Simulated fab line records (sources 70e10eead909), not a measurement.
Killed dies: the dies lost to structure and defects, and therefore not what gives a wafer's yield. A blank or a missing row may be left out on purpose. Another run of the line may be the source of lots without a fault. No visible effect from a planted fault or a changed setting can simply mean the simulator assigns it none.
One fault seen from 2 desks    flow nand_harc    only its own numbers are on each desk; what lay behind them is given at the end

## AT THE METROLOGY DESK
Means of the sampled wafers that have a number, per lot and without regard to the tool the lot ran on: this is what the gauges read. Marked OUT: a lot whose mean sits more than 4 standard deviations from the usual mean, which makes it out of limits; the brackets give that distance.
Columns: A = overlay_x_nm at NHARC_P_GATE_OVL_MEAS_27, usual -0.1 nm; B = overlay_y_nm at NHARC_P_GATE_OVL_MEAS_27, usual 0.1 nm; C = cd_nm at NHARC_P_GATE_CD_MEAS_46, usual 720.3 nm
lot   first seen here  A     B     C
L301  day 6 02:37      0.5   -1.1  717.6
L302  day 6 14:17      0.1   1.1   723.8
L303  day 7 01:38      -0.1  0.7   719.7
L304  day 7 09:58      -0.1  0.4   720.7
L305  day 8 03:28      -0.8  -1.4  722.1
L306  day 8 06:04      -0.7  -1.5  717.3
L308  day 9 04:11      -0.7  0.4   767.5 (+21) OUT
L309  day 9 16:10      -0.3  0.1   766.9 (+21) OUT
L311  day 10 08:37     0.4   1.0   725.4
L317  day 12 20:56     -0.3  0.3   722.1
L318  day 13 08:43     0.5   0.0   719.2
This desk finds L308, L309 out of limits, L308 being first, at day 9 16:02 (cd_nm at NHARC_P_GATE_CD_MEAS_46). L301, L302, L303, L304, L305, L306, L311, L317, L318: within limits.

## TOOL OWNER'S DESK, krf_scanner-02
The tool's own readings at NHARC_P_GATE_EXPOSE_43 (exposes mask P NSD, target cd 720 nm): means of the sampled wafers that have a number, for each lot that ran on this tool. Marked OUT: a lot whose mean sits more than 4 standard deviations from the usual mean, which makes it out of limits; the brackets give that distance.
Columns: A = exposure_dose_mJ_cm2 at NHARC_P_GATE_EXPOSE_43, usual 14.812; B = stage_vel_mm_s at NHARC_P_GATE_EXPOSE_43, usual 500.00 mm/s
lot   first seen here  A                         B
L302  day 7 01:56      14.810                    499.91
L305  day 8 15:29      14.815                    499.93
L306  day 8 17:37      14.819                    500.22
L308  day 9 15:53      19.553 (+99 or more) OUT  499.97
L309  day 10 03:54     19.571 (+99 or more) OUT  500.12
This desk finds L308, L309 out of limits, L308 being first, at day 9 15:53 (exposure_dose_mJ_cm2 at NHARC_P_GATE_EXPOSE_43). L302, L305, L306: within limits.

## PUT TOGETHER
The tool owner's desk had the chance to raise an alarm at day 9 15:53 on L308, L309.
An alarm was possible from the metrology desk at day 9 16:02, on L308, L309.
On krf_scanner-02, each named lot ran NHARC_P_GATE_EXPOSE_43.

## WHAT THE SIMULATOR HAD PUT IN
Drift in process parameters on krf_scanner-02 at NHARC_P_GATE_EXPOSE_43, starting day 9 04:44. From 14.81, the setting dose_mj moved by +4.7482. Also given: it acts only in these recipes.
Shown lots that were struck: L308, L309.
Delay (hours) between the fault's onset and each desk's first out-of-limits reading: 11 at the tool owner's desk, 11 at the metrology desk.
